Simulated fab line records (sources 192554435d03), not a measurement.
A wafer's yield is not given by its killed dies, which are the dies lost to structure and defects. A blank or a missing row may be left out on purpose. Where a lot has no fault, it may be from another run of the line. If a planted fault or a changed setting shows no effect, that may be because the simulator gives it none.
Which tool is to blame?	flow n5Finfet	12 lots with 36 wafers sampled at 2 steps, on a route of 1938 steps

WHAT THE GAUGES READ, wafer by wafer
N5_FIN_CUT_OVL_MEAS_09.
lot	measured	on	FIN_CUT_OVL (nm)
L075	day 2 07:53	overlay-02	-0.4 -0.6 0.4
L077	day 2 20:14	overlay-01	-0.7 -0.8 0.4
L079	day 3 08:50	overlay-01	0.5 0.9 0.6
L081	day 3 21:11	overlay-02	1.2 0.2 1.6
L083	day 4 10:02	overlay-02	-0.3 -0.2 -0.5
L085	day 4 22:58	overlay-01	0.1 -0.2 -0.4
L087	day 5 08:39	overlay-01	0.2 0.1 0.0
L089	day 5 21:17	overlay-02	-1.2 -0.2 0.0
L091	day 6 09:47	overlay-02	1.0 -0.5 -0.6
L093	day 6 19:39	overlay-01	-0.4 -0.3 0.7
L095	day 7 08:40	overlay-02	1.3 0.1 0.0
L097	day 7 21:38	overlay-01	-1.5 -0.7 -0.6

WHICH TOOL RAN EACH LOT (tool, then ch and the chambers of the sampled wafers, then the start)
lot	N5_FIN_SAQP_SPACER2_ALD_28
L075	aldSin-01 ch 1,2, day 2 06:16
L077	aldSin-03 ch 0,1, day 2 18:40
L079	aldSin-01 ch 0,1,2, day 3 07:14
L081	aldSin-01 ch 1,2,3, day 3 19:37
L083	aldSin-02 ch 1,2,3, day 4 08:24
L085	aldSin-02 ch 2,3, day 4 21:31
L087	aldSin-03 ch 2,3, day 5 06:59
L089	aldSin-03 ch 1,2,3, day 5 19:51
L091	aldSin-01 ch 1,2,3, day 6 08:19
L093	aldSin-02 ch 0,2, day 6 18:04
L095	aldSin-01 ch 0,1,2, day 7 07:11
L097	aldSin-02 ch 0,2,3, day 7 20:05
- N5_FIN_SAQP_SPACER2_ALD_28: deposits SiO2, target thk 8.1 nm, pulse time 1 s, purge time 2 s.

THE ANSWER, worked out from the rows above alone
Rule: the usual values come from the lots themselves. Put in order of their means at a reading, lots are off if they are a third of the lots or fewer, leave a main group of 4 or more, and stand apart from it by a gap of 3 or more times the standard deviation of the main group's means; of several such gaps the widest counts. If all means in a main group match to the digits the tables above print for the reading, that group is not used. A lot without any number at a reading at which 4 lots or more have one is off too. The other lots that the step has rows for count as sound.
None of the lots is off at any reading shown; this tells nothing.

WHAT HAD BEEN PUT IN BY THE SIMULATOR
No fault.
